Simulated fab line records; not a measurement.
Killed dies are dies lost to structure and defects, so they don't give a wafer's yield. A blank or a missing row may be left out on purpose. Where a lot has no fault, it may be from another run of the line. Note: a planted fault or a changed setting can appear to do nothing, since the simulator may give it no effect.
Problem report in the 8D (eight disciplines) form, filled by code -- flow n5 finfet -- the parts of the form that need people (team, actions taken, sign-off) are left out

## 1. THE PROBLEM
Mean RS_PWELL at N5_BEOL_M4_RC_MEAS_101: 3192 ohm/sq over 6 wafers in 2 lots; fault-free wafers: 3006 ohm/sq, standard deviation 23. Measured from the usual mean, that is +8.1 standard deviations.
Seen first at day 11 15:38 on prober-01, wafer L545.1. Wafers with a number at this step in the record: 27, from 9 lots. By rule, "out" or "out of limits" means more than 4 standard deviations away from the usual mean. The other wafers with a number count as sound.

## 2. WHAT IT IS, WHAT IT ISN'T
question,is,is not
which readings at this step,RS_PWELL,"DIBL_N, DIBL_P, IOFF_N, IOFF_P, ION_N, ION_P, SS_N, SS_P, VT_N, VT_P"
which lots,"L545, L546","L529, L533, L537, L538, L539, L547, L552"
which wafers of those lots,all that have a number,-
read on which gauges,"prober-01, prober-02",-
when,from day 11 15:38,"up to then (15 sound wafers); but 6 sound wafers of L547, L552 came after"

## 3. WHAT RULES OUT EACH SUSPECT
Counting: any tool at a process step up to the reading is kept as a suspect provided that every lot that is out went through it and no sound lot did after the first of them.
- the gauge at N5_BEOL_M4_RC_MEAS_101: ruled out. Those wafers that are out were read across 2 gauges (prober-01, prober-02).
- implanter-01 at N5_WELL_APT_IMPLANT_31: kept. All lots that are out passed through it, beginning with L545 at day 5 15:49, and no sound lot followed; its final sound lot before that point was L539 at day 4 03:28. Its own dose ions cm2 readings are out on those wafers.
Left after counting: implanter-01 at N5_WELL_APT_IMPLANT_31.

## 4. THE CAUSE (what the simulator had put in)
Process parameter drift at N5_WELL_APT_IMPLANT_31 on implanter-01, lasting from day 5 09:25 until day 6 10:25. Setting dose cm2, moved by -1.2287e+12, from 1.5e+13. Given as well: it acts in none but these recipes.
Only this tool survived the counting.

## 5. THE EFFECT CHAIN, in route order
Rows list readings where the struck wafers' mean (over those with a number) sits beyond 3 standard deviations from the usual. Scope: only readings with a usual standard deviation given in the record; hours: median across lots of the time from each lot's start at the first step in this table that gives one to its start at this step; sigmas: change in usual standard deviations.
hours,step,reading,usual,on struck wafers,change,sigmas
0,N5_WELL_APT_IMPLANT_31,dose ions cm2,1.5e+13,1.4e+13,-1.2e+12,-67
0,N5_WELL_APT_IMPLANT_31,faraday current uA,191,176,-15,-4.0
148,N5_BEOL_M4_RC_MEAS_101,RS_PWELL,3006 ohm/sq,3192,+186,+8.1
Process steps it contains:
- N5_WELL_APT_IMPLANT_31

## 6. HOW IT WOULD HAVE BEEN CAUGHT EARLIER
150 hours passed between the start of the fault at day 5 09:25 and the first reading out of limits at a measuring or inspecting step in this record, taken at day 11 15:38.
At N5_WELL_APT_IMPLANT_31, the tool's own readings (dose ions cm2) were out on each struck wafer the step has a row for, so an alarm limit on them would have fired on the first such wafer.
All the lots that are out (2) had begun N5_WELL_APT_IMPLANT_31 on implanter-01 by day 11 15:38. A hold on the tool at that time would have spared none of them.
